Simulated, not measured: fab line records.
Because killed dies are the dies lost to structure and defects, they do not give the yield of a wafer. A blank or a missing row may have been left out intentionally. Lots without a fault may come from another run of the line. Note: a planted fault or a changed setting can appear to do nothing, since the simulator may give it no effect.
Matching of chambers -- flow nandHarc -- 4 sister chambers for NHARC_A_STAIRCASE_DESCUM_168 on rieDiel-05
The step chemistry O2, time 3 s. 7 wafers are shown with their chamber, then 7 later ones without.

== WAFERS PAIRED WITH THEIR CHAMBERS ==
wafer,chamber,drypumpMotorCurrentA (A),showerheadPlenumPTorr (Torr)
L076.1,2,6.1,1.78
L076.5,2,6.2,1.78
L085.2,1,5.4,1.95
L085.4,3,5.2,2.03
L085.6,0,6.3,2.07
L089.1,0,6.3,2.07
L089.4,1,5.4,1.94

== WAFERS MISSING THEIR CHAMBER ==
wafer,drypumpMotorCurrentA (A),showerheadPlenumPTorr (Torr)
L089.5,5.3,1.94
L091.1,5.2,2.03
L091.5,6.1,1.77
L091.6,5.4,1.94
L095.2,6.3,2.06
L095.3,6.1,1.76
L095.6,6.1,1.76

== WHICH CHAMBER EACH ONE RAN IN ==
wafer,from the rows above,in truth
L089.5,1,1
L091.1,3,3
L091.5,2,2
L091.6,1,1
L095.2,0,0
L095.3,2,2
L095.6,2,2
Correctly placed: 7 of 7. Left unplaced by these rows: 0. Wrongly placed: 0.
How it was worked out, from the rows above alone: a wafer's distance from a chamber is the root of the sum, over the readings, of the square of ((its reading less the chamber's mean) divided by the reading's scatter). The wafer belongs to the nearest chamber; if the next one is less than 2 further off, it can't be placed. Each chamber's mean is taken over the wafers shown for it. How the scatter is found: for the shown wafers, subtract from each reading the mean of its chamber, square and add these, divide the total by (wafers less chambers), then take the root.
